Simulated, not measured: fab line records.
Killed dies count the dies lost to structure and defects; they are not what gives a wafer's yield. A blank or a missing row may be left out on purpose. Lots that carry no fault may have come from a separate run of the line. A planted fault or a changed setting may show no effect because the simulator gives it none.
Which tool did it? || flow n5-finfet || Sampling: 10 lots, 28 wafers, 5 of 1938 route steps

## WHAT THE GAUGES READ, wafer by wafer
N5_BEOL_M4_OCD_MEAS_38. Usual: trench-depth-nm 56.0 nm, standard deviation 1.1.
{"lot": "L525", "measured": "day 7 17:10", "on": "ocd-01", "trench-depth-nm (nm)": "56.5 56.6 56.8", "flag": ""}
{"lot": "L527", "measured": "day 8 21:16", "on": "ocd-01", "trench-depth-nm (nm)": "55.4 56.6 54.8", "flag": ""}
{"lot": "L530", "measured": "day 9 02:23", "on": "ocd-02", "trench-depth-nm (nm)": "57.8 54.8 54.8", "flag": ""}
{"lot": "L532", "measured": "day 9 20:31", "on": "ocd-02", "trench-depth-nm (nm)": "56.1 55.8 56.8", "flag": ""}
{"lot": "L534", "measured": "day 10 04:55", "on": "ocd-02", "trench-depth-nm (nm)": "56.1 55.9", "flag": ""}
{"lot": "L539", "measured": "day 11 23:27", "on": "ocd-01", "trench-depth-nm (nm)": "57.1 55.8 55.0", "flag": ""}
{"lot": "L543", "measured": "day 12 21:27", "on": "ocd-01", "trench-depth-nm (nm)": "55.7 56.9 53.9", "flag": ""}
{"lot": "L547", "measured": "day 13 19:41", "on": "ocd-01", "trench-depth-nm (nm)": "57.6 56.5", "flag": ""}
{"lot": "L546", "measured": "day 13 19:43", "on": "ocd-01", "trench-depth-nm (nm)": "57.2 55.5 57.1", "flag": ""}
{"lot": "L548", "measured": "day 14 03:07", "on": "ocd-01", "trench-depth-nm (nm)": "54.6 53.8 56.7", "flag": ""}

N5_BEOL_M4_CD_MEAS_35: target cd 18 nm, target cd y 22.4 nm. Usual: cd-nm 18.0 nm, standard deviation 0.35.
{"lot": "L525", "measured": "day 7 17:20", "on": "cd-sem-02", "cd-nm (nm)": "17.5 18.0 17.4", "flag": ""}
{"lot": "L527", "measured": "day 8 21:25", "on": "cd-sem-01", "cd-nm (nm)": "18.6 18.8 18.9", "flag": ""}
{"lot": "L530", "measured": "day 9 02:32", "on": "cd-sem-01", "cd-nm (nm)": "17.8 18.4 18.3", "flag": ""}
{"lot": "L532", "measured": "day 9 20:40", "on": "cd-sem-02", "cd-nm (nm)": "18.0 17.8 17.8", "flag": ""}
{"lot": "L534", "measured": "day 10 05:06", "on": "cd-sem-02", "cd-nm (nm)": "18.1 18.9", "flag": ""}
{"lot": "L539", "measured": "day 11 23:37", "on": "cd-sem-02", "cd-nm (nm)": "17.7 17.6 18.4", "flag": ""}
{"lot": "L543", "measured": "day 12 21:37", "on": "cd-sem-03", "cd-nm (nm)": "17.9 18.2 18.1", "flag": ""}
{"lot": "L547", "measured": "day 13 19:50", "on": "cd-sem-02", "cd-nm (nm)": "17.5 18.1", "flag": ""}
{"lot": "L546", "measured": "day 13 19:52", "on": "cd-sem-03", "cd-nm (nm)": "18.0 17.8 17.9", "flag": ""}
{"lot": "L548", "measured": "day 14 03:16", "on": "cd-sem-02", "cd-nm (nm)": "17.9 18.3 17.1", "flag": ""}

N5_BEOL_M4_RC_MEAS_101. Usual: CHAIN_V3 234 ohm/link, standard deviation 9.2; CHAIN_V3_max_site 243 ohm/link, standard deviation 10; DIBL_N 35.7 mV/V, standard deviation 1.5; DIBL_P 35.7 mV/V, standard deviation 2; IOFF_N 0.155 nA/um, standard deviation 0.026; IOFF_P 0.20 nA/um, standard deviation 0.031; ION_N 675 uA/um, standard deviation 11; ION_P 462 uA/um, standard deviation 7.1; SERP_M4 199 ohm/um, standard deviation 13; SERP_M4_max_site 213 ohm/um, standard deviation 15; SS_N 71.3 mV/dec, standard deviation 0.57; SS_P 73.1 mV/dec, standard deviation 0.56; VT_N 250 mV, standard deviation 3; VT_P -251 mV, standard deviation 3.
{"lot": "L525", "measured": "day 8 07:52", "on": "prober-02", "CHAIN_V3 (ohm/link)": "251 239 254", "CHAIN_V3_max_site (ohm/link)": "260 251 262", "DIBL_N (mV/V)": "36.7 37.2 35.3", "DIBL_P (mV/V)": "36.3 36.8 34.4", "IOFF_N (nA/um)": "0.153 0.171 0.142", "IOFF_P (nA/um)": "0.21 0.23 0.18", "ION_N (uA/um)": "667 673 666", "ION_P (uA/um)": "459 459 461", "SERP_M4 (ohm/um)": "215 205 220", "SERP_M4_max_site (ohm/um)": "226 214 235", "SS_N (mV/dec)": "71.6 71.7 71.2", "SS_P (mV/dec)": "72.7 73.6 72.6", "VT_N (mV)": "251 250 252", "VT_P (mV)": "-252 -249 -251", "flag": ""}
{"lot": "L527", "measured": "day 9 02:08", "on": "prober-02", "CHAIN_V3 (ohm/link)": "224 224 222", "CHAIN_V3_max_site (ohm/link)": "235 232 235", "DIBL_N (mV/V)": "34.0 36.0 33.7", "DIBL_P (mV/V)": "33.8 37.2 33.5", "IOFF_N (nA/um)": "0.141 0.186 0.142", "IOFF_P (nA/um)": "0.19 0.26 0.19", "ION_N (uA/um)": "683 685 678", "ION_P (uA/um)": "462 468 465", "SERP_M4 (ohm/um)": "183 181 192", "SERP_M4_max_site (ohm/um)": "200 194 201", "SS_N (mV/dec)": "71.2 71.9 70.4", "SS_P (mV/dec)": "72.1 73.3 72.3", "VT_N (mV)": "250 245 249", "VT_P (mV)": "-250 -246 -250", "flag": ""}
{"lot": "L530", "measured": "day 9 06:25", "on": "prober-01", "CHAIN_V3 (ohm/link)": "225 306 316", "CHAIN_V3_max_site (ohm/link)": "240 317 343", "DIBL_N (mV/V)": "32.8 30.9 34.8", "DIBL_P (mV/V)": "32.8 30.8 34.6", "IOFF_N (nA/um)": "0.124 0.101 0.152", "IOFF_P (nA/um)": "0.17 0.14 0.19", "ION_N (uA/um)": "669 638 676", "ION_P (uA/um)": "460 444 460", "SERP_M4 (ohm/um)": "187 228 244", "SERP_M4_max_site (ohm/um)": "211 238 270", "SS_N (mV/dec)": "71.5 69.9 71.7", "SS_P (mV/dec)": "72.4 71.8 72.7", "VT_N (mV)": "251 256 247", "VT_P (mV)": "-251 -255 -252", "flag": "OFF"}
{"lot": "L532", "measured": "day 10 01:29", "on": "prober-01", "CHAIN_V3 (ohm/link)": "236 331 235", "CHAIN_V3_max_site (ohm/link)": "245 344 245", "DIBL_N (mV/V)": "34.3 31.8 32.5", "DIBL_P (mV/V)": "34.2 31.0 31.7", "IOFF_N (nA/um)": "0.123 0.089 0.099", "IOFF_P (nA/um)": "0.16 0.13 0.13", "ION_N (uA/um)": "676 667 658", "ION_P (uA/um)": "456 460 453", "SERP_M4 (ohm/um)": "199 264 205", "SERP_M4_max_site (ohm/um)": "208 290 212", "SS_N (mV/dec)": "71.0 70.7 70.8", "SS_P (mV/dec)": "73.0 72.3 71.9", "VT_N (mV)": "253 259 257", "VT_P (mV)": "-253 -258 -258", "flag": "OFF"}
{"lot": "L534", "measured": "day 10 09:06", "on": "prober-01", "CHAIN_V3 (ohm/link)": "318 224", "CHAIN_V3_max_site (ohm/link)": "330 234", "DIBL_N (mV/V)": "36.8 36.7", "DIBL_P (mV/V)": "35.1 35.2", "IOFF_N (nA/um)": "0.168 0.161", "IOFF_P (nA/um)": "0.18 0.18", "ION_N (uA/um)": "688 677", "ION_P (uA/um)": "460 459", "SERP_M4 (ohm/um)": "252 183", "SERP_M4_max_site (ohm/um)": "267 200", "SS_N (mV/dec)": "71.4 71.2", "SS_P (mV/dec)": "72.8 73.7", "VT_N (mV)": "249 248", "VT_P (mV)": "-255 -256", "flag": "OFF"}
{"lot": "L539", "measured": "day 12 03:38", "on": "prober-02", "CHAIN_V3 (ohm/link)": "232 238 230", "CHAIN_V3_max_site (ohm/link)": "241 249 237", "DIBL_N (mV/V)": "34.9 35.6 35.3", "DIBL_P (mV/V)": "35.7 35.3 36.2", "IOFF_N (nA/um)": "0.146 0.153 0.148", "IOFF_P (nA/um)": "0.18 0.18 0.20", "ION_N (uA/um)": "680 667 676", "ION_P (uA/um)": "461 459 465", "SERP_M4 (ohm/um)": "198 216 201", "SERP_M4_max_site (ohm/um)": "211 237 218", "SS_N (mV/dec)": "70.7 70.9 70.3", "SS_P (mV/dec)": "72.8 73.2 73.6", "VT_N (mV)": "249 250 250", "VT_P (mV)": "-250 -250 -252", "flag": ""}
{"lot": "L543", "measured": "day 13 05:15", "on": "prober-02", "CHAIN_V3 (ohm/link)": "240 228 237", "CHAIN_V3_max_site (ohm/link)": "246 238 247", "DIBL_N (mV/V)": "33.4 34.1 34.6", "DIBL_P (mV/V)": "34.3 34.8 35.3", "IOFF_N (nA/um)": "0.121 0.133 0.136", "IOFF_P (nA/um)": "0.14 0.15 0.15", "ION_N (uA/um)": "668 677 677", "ION_P (uA/um)": "450 455 456", "SERP_M4 (ohm/um)": "207 194 219", "SERP_M4_max_site (ohm/um)": "211 201 237", "SS_N (mV/dec)": "71.4 71.6 71.7", "SS_P (mV/dec)": "72.9 72.9 72.8", "VT_N (mV)": "253 250 250", "VT_P (mV)": "-256 -257 -258", "flag": ""}
{"lot": "L547", "measured": "day 14 00:10", "on": "prober-01", "CHAIN_V3 (ohm/link)": "245 236", "CHAIN_V3_max_site (ohm/link)": "255 246", "DIBL_N (mV/V)": "36.4 37.0", "DIBL_P (mV/V)": "38.0 39.4", "IOFF_N (nA/um)": "0.163 0.172", "IOFF_P (nA/um)": "0.20 0.22", "ION_N (uA/um)": "666 676", "ION_P (uA/um)": "459 464", "SERP_M4 (ohm/um)": "218 195", "SERP_M4_max_site (ohm/um)": "230 217", "SS_N (mV/dec)": "71.1 71.1", "SS_P (mV/dec)": "73.1 73.1", "VT_N (mV)": "246 249", "VT_P (mV)": "-252 -251", "flag": ""}
{"lot": "L546", "measured": "day 14 00:05", "on": "prober-02", "CHAIN_V3 (ohm/link)": "229 236 230", "CHAIN_V3_max_site (ohm/link)": "236 246 241", "DIBL_N (mV/V)": "31.0 36.2 37.6", "DIBL_P (mV/V)": "29.9 35.2 38.5", "IOFF_N (nA/um)": "0.093 0.162 0.201", "IOFF_P (nA/um)": "0.14 0.20 0.26", "ION_N (uA/um)": "657 678 679", "ION_P (uA/um)": "459 460 464", "SERP_M4 (ohm/um)": "205 198 206", "SERP_M4_max_site (ohm/um)": "213 212 214", "SS_N (mV/dec)": "69.6 71.8 71.5", "SS_P (mV/dec)": "71.6 73.4 73.3", "VT_N (mV)": "255 248 249", "VT_P (mV)": "-254 -250 -248", "flag": ""}
{"lot": "L548", "measured": "day 14 08:04", "on": "prober-02", "CHAIN_V3 (ohm/link)": "251 233 242", "CHAIN_V3_max_site (ohm/link)": "253 240 247", "DIBL_N (mV/V)": "36.7 37.4 35.5", "DIBL_P (mV/V)": "38.3 38.4 37.9", "IOFF_N (nA/um)": "0.173 0.189 0.159", "IOFF_P (nA/um)": "0.21 0.22 0.21", "ION_N (uA/um)": "680 674 683", "ION_P (uA/um)": "466 461 462", "SERP_M4 (ohm/um)": "212 208 205", "SERP_M4_max_site (ohm/um)": "220 214 213", "SS_N (mV/dec)": "72.6 71.5 72.3", "SS_P (mV/dec)": "73.2 73.3 72.8", "VT_N (mV)": "247 246 249", "VT_P (mV)": "-251 -251 -250", "flag": ""}

## WHAT TOOL EACH LOT RAN ON (gives the tool, then ch and the chambers of the sampled wafers, and finally the start)
{"lot": "L525", "N5_BEOL_M4_STRIP_36": "rie-diel-06 ch 0,1, day 7 16:59", "N5_BEOL_M4_ALD_84": "ald-metal-03 ch 1,2,3, day 7 17:58"}
{"lot": "L527", "N5_BEOL_M4_STRIP_36": "rie-diel-03 ch 0,1,2, day 8 21:04", "N5_BEOL_M4_ALD_84": "ald-metal-01 ch 0,3, day 8 21:34"}
{"lot": "L530", "N5_BEOL_M4_STRIP_36": "rie-diel-01 ch 1,2, day 9 02:11", "N5_BEOL_M4_ALD_84": "ald-metal-03 ch 0,2,3, day 9 03:05"}
{"lot": "L532", "N5_BEOL_M4_STRIP_36": "rie-diel-03 ch 1,3, day 9 20:19", "N5_BEOL_M4_ALD_84": "ald-metal-03 ch 0,1,3, day 9 21:08"}
{"lot": "L534", "N5_BEOL_M4_STRIP_36": "rie-diel-03 ch 1,3, day 10 04:43", "N5_BEOL_M4_ALD_84": "ald-metal-03 ch 0,2, day 10 05:20"}
{"lot": "L539", "N5_BEOL_M4_STRIP_36": "rie-diel-06 ch 1,2,3, day 11 23:16", "N5_BEOL_M4_ALD_84": "ald-metal-04 ch 2,3, day 12 00:10"}
{"lot": "L543", "N5_BEOL_M4_STRIP_36": "rie-diel-06 ch 1,2,3, day 12 21:15", "N5_BEOL_M4_ALD_84": "ald-metal-03 ch 0,1,3, day 12 22:05"}
{"lot": "L547", "N5_BEOL_M4_STRIP_36": "rie-diel-01 ch 1,2, day 13 19:31", "N5_BEOL_M4_ALD_84": "ald-metal-03 ch 0,1, day 13 20:17"}
{"lot": "L546", "N5_BEOL_M4_STRIP_36": "rie-diel-03 ch 1,3, day 13 19:31", "N5_BEOL_M4_ALD_84": "ald-metal-01 ch 1,2,3, day 13 20:16"}
{"lot": "L548", "N5_BEOL_M4_STRIP_36": "rie-diel-06 ch 0,2,3, day 14 02:56", "N5_BEOL_M4_ALD_84": "ald-metal-03 ch 0,1,2, day 14 04:10"}
- N5_BEOL_M4_STRIP_36: strips in N2/H2.
- N5_BEOL_M4_ALD_84: deposits TaN, pulse time 2 s, purge time 3 s, co reactant purge time 2 s.

## WHAT THE TOOLS THEMSELVES READ (means of the sampled wafers that have a number; where no wafer has one, the mark that the record gives instead)
N5_BEOL_M4_STRIP_36. Usual: drypump-motor-current-A 5.8 A, standard deviation 0.53; oes-product-au 0.81 a.u., standard deviation 0.085; rf-vpp-V 59.5 V, standard deviation 1.5; showerhead-plenum-p-Torr 2.60 Torr, standard deviation 0.088; throttle-valve-pct 23.5 %, standard deviation 0.34.
{"lot": "L525", "tool": "rie-diel-06", "drypump-motor-current-A (A)": 6.0, "oes-product-au (a.u.)": 0.72, "rf-vpp-V (V)": 61.5, "showerhead-plenum-p-Torr (Torr)": 2.62, "throttle-valve-pct (%)": 23.6, "flag": ""}
{"lot": "L527", "tool": "rie-diel-03", "drypump-motor-current-A (A)": 5.2, "oes-product-au (a.u.)": 0.81, "rf-vpp-V (V)": 58.9, "showerhead-plenum-p-Torr (Torr)": 2.60, "throttle-valve-pct (%)": 23.7, "flag": ""}
{"lot": "L530", "tool": "rie-diel-01", "drypump-motor-current-A (A)": 5.5, "oes-product-au (a.u.)": 0.73, "rf-vpp-V (V)": 60.6, "showerhead-plenum-p-Torr (Torr)": 2.48, "throttle-valve-pct (%)": 23.2, "flag": ""}
{"lot": "L532", "tool": "rie-diel-03", "drypump-motor-current-A (A)": 5.6, "oes-product-au (a.u.)": 0.74, "rf-vpp-V (V)": 59.6, "showerhead-plenum-p-Torr (Torr)": 2.56, "throttle-valve-pct (%)": 23.6, "flag": ""}
{"lot": "L534", "tool": "rie-diel-03", "drypump-motor-current-A (A)": 5.8, "oes-product-au (a.u.)": 0.76, "rf-vpp-V (V)": 59.2, "showerhead-plenum-p-Torr (Torr)": 2.53, "throttle-valve-pct (%)": 23.5, "flag": ""}
{"lot": "L539", "tool": "rie-diel-06", "drypump-motor-current-A (A)": 6.1, "oes-product-au (a.u.)": 0.86, "rf-vpp-V (V)": 59.5, "showerhead-plenum-p-Torr (Torr)": 2.60, "throttle-valve-pct (%)": 23.5, "flag": ""}
{"lot": "L543", "tool": "rie-diel-06", "drypump-motor-current-A (A)": 6.1, "oes-product-au (a.u.)": 0.84, "rf-vpp-V (V)": 59.6, "showerhead-plenum-p-Torr (Torr)": 2.60, "throttle-valve-pct (%)": 23.4, "flag": ""}
{"lot": "L547", "tool": "rie-diel-01", "drypump-motor-current-A (A)": 5.5, "oes-product-au (a.u.)": 0.85, "rf-vpp-V (V)": 60.2, "showerhead-plenum-p-Torr (Torr)": 2.68, "throttle-valve-pct (%)": 23.2, "flag": ""}
{"lot": "L546", "tool": "rie-diel-03", "drypump-motor-current-A (A)": 5.8, "oes-product-au (a.u.)": 0.74, "rf-vpp-V (V)": 59.6, "showerhead-plenum-p-Torr (Torr)": 2.48, "throttle-valve-pct (%)": 23.5, "flag": ""}
{"lot": "L548", "tool": "rie-diel-06", "drypump-motor-current-A (A)": 5.8, "oes-product-au (a.u.)": 0.92, "rf-vpp-V (V)": 60.1, "showerhead-plenum-p-Torr (Torr)": 2.59, "throttle-valve-pct (%)": 23.5, "flag": ""}

N5_BEOL_M4_ALD_84. Usual: heater-power-w 400 W, standard deviation 24; mfc-carrier-sccm 1501 sccm, standard deviation 4.8.
{"lot": "L525", "tool": "ald-metal-03", "heater-power-w (W)": 407, "mfc-carrier-sccm (sccm)": 1501, "flag": ""}
{"lot": "L527", "tool": "ald-metal-01", "heater-power-w (W)": 406, "mfc-carrier-sccm (sccm)": 1495, "flag": ""}
{"lot": "L530", "tool": "ald-metal-03", "heater-power-w (W)": 393, "mfc-carrier-sccm (sccm)": 1501, "flag": ""}
{"lot": "L532", "tool": "ald-metal-03", "heater-power-w (W)": 398, "mfc-carrier-sccm (sccm)": 1503, "flag": ""}
{"lot": "L534", "tool": "ald-metal-03", "heater-power-w (W)": 388, "mfc-carrier-sccm (sccm)": 1498, "flag": ""}
{"lot": "L539", "tool": "ald-metal-04", "heater-power-w (W)": 428, "mfc-carrier-sccm (sccm)": 1505, "flag": ""}
{"lot": "L543", "tool": "ald-metal-03", "heater-power-w (W)": 397, "mfc-carrier-sccm (sccm)": 1500, "flag": ""}
{"lot": "L547", "tool": "ald-metal-03", "heater-power-w (W)": 395, "mfc-carrier-sccm (sccm)": 1504, "flag": ""}
{"lot": "L546", "tool": "ald-metal-01", "heater-power-w (W)": 367, "mfc-carrier-sccm (sccm)": 1499, "flag": ""}
{"lot": "L548", "tool": "ald-metal-03", "heater-power-w (W)": 393, "mfc-carrier-sccm (sccm)": 1498, "flag": ""}

## THE ANSWER, worked out from the rows above alone
Rule: a lot is off if the mean of its wafers that have a number lies more than 3 standard deviations from the usual mean. Also off: a lot with no number at a reading for which 4 or more lots have one. All remaining lots with rows at the step are treated as sound. First the gauges in route order, then the tools' own readings, where a lot's mean is used as printed above. At the first step where some lot is off, the reading lying furthest off is the one used; lots without a number count as furthest.
Off: at N5_BEOL_M4_RC_MEAS_101 (CHAIN_V3_max_site), L530, L532, L534.
If a tool, at a process step before that reading, ran all the lots that are off and no sound lot after the first of them, it fits. Gauges at N5_BEOL_M4_RC_MEAS_101: tried the same way as those tools. No candidate that was tried fits.

## WHAT WAS PUT IN BY THE SIMULATOR
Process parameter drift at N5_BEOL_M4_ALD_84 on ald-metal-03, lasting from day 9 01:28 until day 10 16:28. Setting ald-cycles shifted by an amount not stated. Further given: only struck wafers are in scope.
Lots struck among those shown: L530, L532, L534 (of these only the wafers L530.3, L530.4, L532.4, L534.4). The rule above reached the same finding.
